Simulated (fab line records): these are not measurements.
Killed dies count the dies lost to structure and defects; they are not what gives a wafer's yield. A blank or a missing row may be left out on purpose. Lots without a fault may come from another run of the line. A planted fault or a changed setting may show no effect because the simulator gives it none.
Chamber matching :: flow nand harc :: rie diel-01 running NHARC_A_CHANNEL_HOLE_D1_ETCH_44: 4 sister chambers
The step etches the open film in CF4/O2, target depth 140 nm, overetch 14 nm, time 77 s. 18 wafers are shown with their chamber, then 9 later ones without.

## WAFERS WITH THEIR CHAMBER
wafer: L280.1
chamber: 1
drypump motor current A (A): 5.35
rf vpp V (V): 199.2
oes product au (a.u.): 0.993

wafer: L280.4
chamber: 2
drypump motor current A (A): 5.59
rf vpp V (V): 197.5
oes product au (a.u.): 1.004

wafer: L280.5
chamber: 0
drypump motor current A (A): 5.59
rf vpp V (V): 199.7
oes product au (a.u.): 0.994

wafer: L282.3
chamber: 0
drypump motor current A (A): 5.62
rf vpp V (V): 199.8
oes product au (a.u.): 0.998

wafer: L282.4
chamber: 2
drypump motor current A (A): 5.66
rf vpp V (V): 199.5
oes product au (a.u.): 1.004

wafer: L282.5
chamber: 1
drypump motor current A (A): 5.36
rf vpp V (V): 199.6
oes product au (a.u.): 1.001

wafer: L284.1
chamber: 0
drypump motor current A (A): 5.64
rf vpp V (V): 199.2
oes product au (a.u.): 1.000

wafer: L284.5
chamber: 1
drypump motor current A (A): 5.33
rf vpp V (V): 197.4
oes product au (a.u.): 1.012

wafer: L284.6
chamber: 2
drypump motor current A (A): 5.64
rf vpp V (V): 199.0
oes product au (a.u.): 0.999

wafer: L287.3
chamber: 0
drypump motor current A (A): 5.64
rf vpp V (V): 200.0
oes product au (a.u.): 1.000

wafer: L287.5
chamber: 3
drypump motor current A (A): 5.28
rf vpp V (V): 195.7
oes product au (a.u.): 0.990

wafer: L287.6
chamber: 2
drypump motor current A (A): 5.70
rf vpp V (V): 198.1
oes product au (a.u.): 1.001

wafer: L288.2
chamber: 3
drypump motor current A (A): 5.29
rf vpp V (V): 196.5
oes product au (a.u.): 0.995

wafer: L288.4
chamber: 1
drypump motor current A (A): 5.35
rf vpp V (V): 198.1
oes product au (a.u.): 0.999

wafer: L288.6
chamber: 0
drypump motor current A (A): 5.63
rf vpp V (V): 199.7
oes product au (a.u.): 1.004

wafer: L289.2
chamber: 2
drypump motor current A (A): 5.67
rf vpp V (V): 199.2
oes product au (a.u.): 0.996

wafer: L289.5
chamber: 1
drypump motor current A (A): 5.34
rf vpp V (V): 196.9
oes product au (a.u.): 0.998

wafer: L289.6
chamber: 2
drypump motor current A (A): 5.64
rf vpp V (V): 199.0
oes product au (a.u.): 0.987

SIGNATURES, as means of the wafers listed above
reading: drypump motor current A
chamber 0: 5.6240
chamber 1: 5.3460
chamber 2: 5.6500
chamber 3: 5.2850
scatter within a chamber: 0.0255

reading: rf vpp V
chamber 0: 199.680
chamber 1: 198.240
chamber 2: 198.717
chamber 3: 196.100
scatter within a chamber: 0.794

reading: oes product au
chamber 0: 0.99920
chamber 1: 1.00060
chamber 2: 0.99850
chamber 3: 0.99250
scatter within a chamber: 0.00578
Rule: for each reading, subtract the chamber's mean from the wafer's reading, divide by that reading's scatter and square the result; add these up over the readings and take the root, which gives the wafer's distance from the chamber. If the next closest chamber is less than 2 further off than the closest, the wafer can't be placed; otherwise it belongs to the closest. The scatter: take each reading less its chamber's mean, square it, sum over the shown wafers, divide by the number of wafers less the number of chambers, and take the root.

## WAFERS MISSING THEIR CHAMBER
wafer: L291.2
drypump motor current A (A): 5.29
rf vpp V (V): 194.8
oes product au (a.u.): 0.994

wafer: L291.3
drypump motor current A (A): 5.64
rf vpp V (V): 199.2
oes product au (a.u.): 0.994

wafer: L291.4
drypump motor current A (A): 5.68
rf vpp V (V): 199.5
oes product au (a.u.): 0.997

wafer: L298.2
drypump motor current A (A): 5.37
rf vpp V (V): 197.0
oes product au (a.u.): 0.991

wafer: L298.4
drypump motor current A (A): 5.60
rf vpp V (V): 199.9
oes product au (a.u.): 1.000

wafer: L298.6
drypump motor current A (A): 5.35
rf vpp V (V): 197.7
oes product au (a.u.): 0.998

wafer: L299.2
drypump motor current A (A): 5.34
rf vpp V (V): 198.3
oes product au (a.u.): 0.989

wafer: L299.4
drypump motor current A (A): 5.26
rf vpp V (V): 196.6
oes product au (a.u.): 0.991

wafer: L299.6
drypump motor current A (A): 5.60
rf vpp V (V): 199.0
oes product au (a.u.): 0.999

## WHICH CHAMBER EACH ONE RAN IN
wafer: L291.2
from the rows above: 3
in truth: 3

wafer: L291.3
from the rows above: can't be placed: 2 or 0
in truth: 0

wafer: L291.4
from the rows above: can't be placed: 2 or 0
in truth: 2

wafer: L298.2
from the rows above: can't be placed: 1 or 3
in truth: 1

wafer: L298.4
from the rows above: can't be placed: 0 or 2
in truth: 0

wafer: L298.6
from the rows above: 1
in truth: 1

wafer: L299.2
from the rows above: can't be placed: 1 or 3
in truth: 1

wafer: L299.4
from the rows above: 3
in truth: 3

wafer: L299.6
from the rows above: can't be placed: 0 or 2
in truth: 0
3 of 9 placed correctly. Unplaceable from these rows: 6, with the true chamber sitting among the candidates in 6. Placed wrongly: 0.
